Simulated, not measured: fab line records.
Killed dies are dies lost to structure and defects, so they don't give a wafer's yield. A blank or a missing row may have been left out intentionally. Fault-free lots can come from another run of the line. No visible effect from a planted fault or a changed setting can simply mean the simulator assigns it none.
Chamber matching -- flow nand harc -- rie diel-10 running NHARC_A_SLIT_ETCH_29: 4 sister chambers
The step etches the open film in CF4/O2, target depth 100 nm, overetch 10 nm, time 55 s. 8 wafers are shown with their chamber, then 7 later ones without.

WAFERS, EACH WITH ITS CHAMBER
wafer,chamber,drypump motor current A (A),rf vpp V (V)
L601.5,0,6.2,201.1
L600.4,0,6.3,199.3
L602.2,2,5.2,198.6
L602.4,1,5.7,199.4
L604.2,1,5.6,200.0
L604.5,3,6.1,195.8
L613.2,2,5.2,199.0
L613.4,3,6.1,196.2

WAFERS MISSING THEIR CHAMBER
wafer,drypump motor current A (A),rf vpp V (V)
L613.5,6.2,197.1
L617.1,5.6,199.8
L617.2,6.1,196.9
L617.5,5.3,199.6
L621.2,5.7,200.4
L621.4,6.2,200.2
L621.6,5.7,198.8

THE CHAMBER EACH PASSED THROUGH
wafer,from the rows above,in truth
L613.5,can't be placed: 3 or 0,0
L617.1,1,1
L617.2,3,3
L617.5,2,2
L621.2,1,1
L621.4,0,0
L621.6,1,1
6 of 7 placed correctly. Not placeable from these rows: 1 (in 1, the candidates include the true chamber). 0 placed wrongly.
How it was worked out, from the rows above alone: a wafer's distance from a chamber is the root of the sum, over the readings, of the square of ((its reading less the chamber's mean) divided by the reading's scatter). The wafer belongs to the nearest chamber; if the next one is less than 2 further off, it can't be placed. Each chamber's mean is taken over the wafers shown for it. The scatter: the root of (the sum of the squares of (reading less its chamber's mean) over the shown wafers, divided by (wafers less chambers)).
